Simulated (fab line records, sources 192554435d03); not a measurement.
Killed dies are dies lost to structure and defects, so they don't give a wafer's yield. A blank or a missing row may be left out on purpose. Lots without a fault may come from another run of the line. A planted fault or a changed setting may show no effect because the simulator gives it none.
Chamber matching | flow n5_finfet | N5_BEOL_M5_PRE_CLEAN_77 on cvd_co-01: 3 sister chambers
The step time 15 s. 3 wafers are shown with their chamber, then 12 later ones without.

WAFERS WITH THEIR CHAMBER
wafer  | chamber | heater_power_w (W)
L086.6 | 2       | 46
L089.1 | 1       | 78
L089.4 | 0       | 68

WAFERS WITHOUT THEIR CHAMBER
wafer  | heater_power_w (W)
L090.1 | 67
L090.2 | 77
L090.3 | 46
L091.1 | 67
L091.2 | 78
L091.5 | 75
L095.2 | 77
L095.4 | 77
L095.6 | 47
L096.1 | 79
L096.2 | 47
L096.6 | 68

WHICH CHAMBER EACH WENT THROUGH
wafer  | from the rows above | in truth
L090.1 | 0                   | 0
L090.2 | 1                   | 1
L090.3 | 2                   | 2
L091.1 | 0                   | 0
L091.2 | 1                   | 1
L091.5 | 1                   | 1
L095.2 | 1                   | 1
L095.4 | 1                   | 1
L095.6 | 2                   | 2
L096.1 | 1                   | 1
L096.2 | 2                   | 2
L096.6 | 0                   | 0
Placed correctly: 12 of 12. Can't be placed from these rows: 0. Placed wrongly: 0.
How it was worked out, from the rows above alone: a wafer's distance from a chamber is the root of the sum, over the readings, of the square of ((its reading less the chamber's mean) divided by the reading's scatter). The wafer belongs to the nearest chamber; if the next one is less than 2 further off, it can't be placed. A chamber's mean is the mean of its shown wafers. The scatter: with one shown wafer a chamber, the root of the mean of the squares of how far each hidden wafer lies from its nearest shown one.
